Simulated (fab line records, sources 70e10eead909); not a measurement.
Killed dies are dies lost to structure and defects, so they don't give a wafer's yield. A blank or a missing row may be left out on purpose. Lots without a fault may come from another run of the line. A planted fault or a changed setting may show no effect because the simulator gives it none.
Chamber matching | flow nand_harc | NHARC_A_CONTACT_DEP_24 on pecvd-02: 3 sister chambers
The step deposits SiO2, target thk 500 nm. 6 wafers are shown with their chamber, then 7 later ones without.

WAFERS WITH THEIR CHAMBER
wafer  | chamber | heater_power_w (W) | heater_power_outer_w (W)
L506.4 | 1       | 628                | 338
L510.1 | 2       | 434                | 242
L517.1 | 2       | 447                | 247
L517.4 | 0       | 608                | 312
L516.2 | 0       | 650                | 353
L516.3 | 1       | 701                | 408

WAFERS WITHOUT THEIR CHAMBER
wafer  | heater_power_w (W) | heater_power_outer_w (W)
L516.4 | 549                | 277
L518.2 | 651                | 357
L518.4 | 450                | 249
L518.5 | 673                | 372
L519.2 | 621                | 353
L519.4 | 501                | 262
L519.5 | 318                | 159

WHICH CHAMBER EACH WENT THROUGH
wafer  | from the rows above          | in truth
L516.4 | can't be placed: 0 or 2 or 1 | 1
L518.2 | can't be placed: 1 or 0      | 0
L518.4 | 2                            | 2
L518.5 | can't be placed: 1 or 0      | 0
L519.2 | can't be placed: 0 or 1      | 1
L519.4 | 2                            | 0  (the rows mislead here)
L519.5 | 2                            | 2
Placed correctly: 2 of 7. Can't be placed from these rows: 4 (the true chamber is among the candidates in 4). Placed wrongly: 1.
How it was worked out, from the rows above alone: a wafer's distance from a chamber is the root of the sum, over the readings, of the square of ((its reading less the chamber's mean) divided by the reading's scatter). The wafer belongs to the nearest chamber; if the next one is less than 2 further off, it can't be placed. A chamber's mean is the mean of its shown wafers. The scatter: the root of (the sum of the squares of (reading less its chamber's mean) over the shown wafers, divided by (wafers less chambers)).
